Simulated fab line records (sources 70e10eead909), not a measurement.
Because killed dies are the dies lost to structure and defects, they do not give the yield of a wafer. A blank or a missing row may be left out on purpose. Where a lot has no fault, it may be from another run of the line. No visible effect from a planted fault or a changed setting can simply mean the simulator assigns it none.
Struck lot and sound lot, side by side | flow nand-harc | 12 out of 1159 route steps
Sound: the wafers L637.2, L637.4, L637.6. Wafers L645.1, L645.2, L645.5 were the ones struck. The cause is given at the end.
Each step with rows lists, per side, the tool, then ch with its chambers, then its first start. Under that, the readings that differ: sound wafers | struck wafers | difference of the means | sigmas: that difference in standard deviations of wafers without a fault.
alike: readings with means less than 2 such deviations apart, plus words and numbers identical on both sides. not compared: withheld readings, readings lacking a value on some wafer, bounds such as >300 that could conceal the same value, and numbers that have no deviation in the record and whose values overlap.
Wherever a step has rows on one side only, a row that says differs or no value, or a row with sigmas, the two part there. When numbers do not overlap yet have no deviation, they are printed without sigmas and do not part them. A reading that every wafer of one side lacks parts them only if that side has two wafers or more.

first, 1 step without rows for these wafers: NHARC_A_STAIRCASE_SRD_329.
NHARC_A_STAIRCASE_ALD_415: deposits SiO2, target thk 30 nm, pulse time 6 s, ald cycles 300.
  sound on ald-hk-01 ch 0,3, day 11 18:19; struck on ald-hk-02 ch 0,2, day 13 23:58
  alike: heater-power-w, precursor-pulse-height-rel
NHARC_A_STAIRCASE_ETCHBACK_416: etches the open film in C4F8/O2/Ar, target depth 36 nm, time 7.2 s.
  sound: rie-diel-13 ch 0,2; struck: rie-diel-08 ch 0,2,3
  reading               | sound          | struck         | difference | sigmas
  oes-product-au (a.u.) | 0.93 0.93 0.92 | 1.01 1.01 1.00 | +0.08      | +2
  alike: rf-vpp-V
  not compared: rf-hours-counter-h
then, 1 step without rows for these wafers: NHARC_A_STAIRCASE_STRIP_476 (strips in O2, time 20 s).
NHARC_A_STAIRCASE_DEP_417: deposits Si3N4, target thk 60 nm.
  sound on pecvd-01 ch 1,2, day 11 20:26; struck on pecvd-03 ch 0,2, day 14 02:16
  alike: heater-power-w
then, 3 steps without rows for these wafers: NHARC_A_STAIRCASE_WET_418 (chemistry H3PO4, target depth 20 nm); NHARC_A_STAIRCASE_PRECLEAN_419 (cleans in SC1); NHARC_A_STAIRCASE_SRD_421.
NHARC_A_STAIRCASE_ALD_420: deposits SiO2, target thk 20 nm, pulse time 6 s, ald cycles 200.
  sound on ald-hk-04 ch 0,2, day 11 22:29; struck on ald-hk-01 ch 1,2,3, day 14 06:00
  alike: heater-power-w, precursor-pulse-height-rel
then, 1 step without rows for these wafers: NHARC_A_STAIRCASE_CVD_552 (deposits SiNx, target thk 40 nm).
NHARC_A_STAIRCASE_DEP_151: deposits SiO2, target thk 3800 nm.
  sound on pecvd-03 ch 1,2, day 12 07:50; struck on pecvd-03 ch 0,1,2, day 14 14:17
  alike: heater-power-w
NHARC_A_STAIRCASE_ANNEAL_320: time 1800 s.
  sound on furnace-02 ch 0, day 12 11:19; struck on furnace-07, day 14 17:59
  no value came back on the struck wafers for run-length-s (s), spike-tc-bottom-C (C), zone-power-lower-pct (%); on the sound wafers run-length-s (s) reads 1817 1817 1817

## WHERE THEY PART
At NHARC_A_STAIRCASE_ETCHBACK_416 first; at NHARC_A_STAIRCASE_ANNEAL_320 last (within this record only).

WHY: what the simulator had put in
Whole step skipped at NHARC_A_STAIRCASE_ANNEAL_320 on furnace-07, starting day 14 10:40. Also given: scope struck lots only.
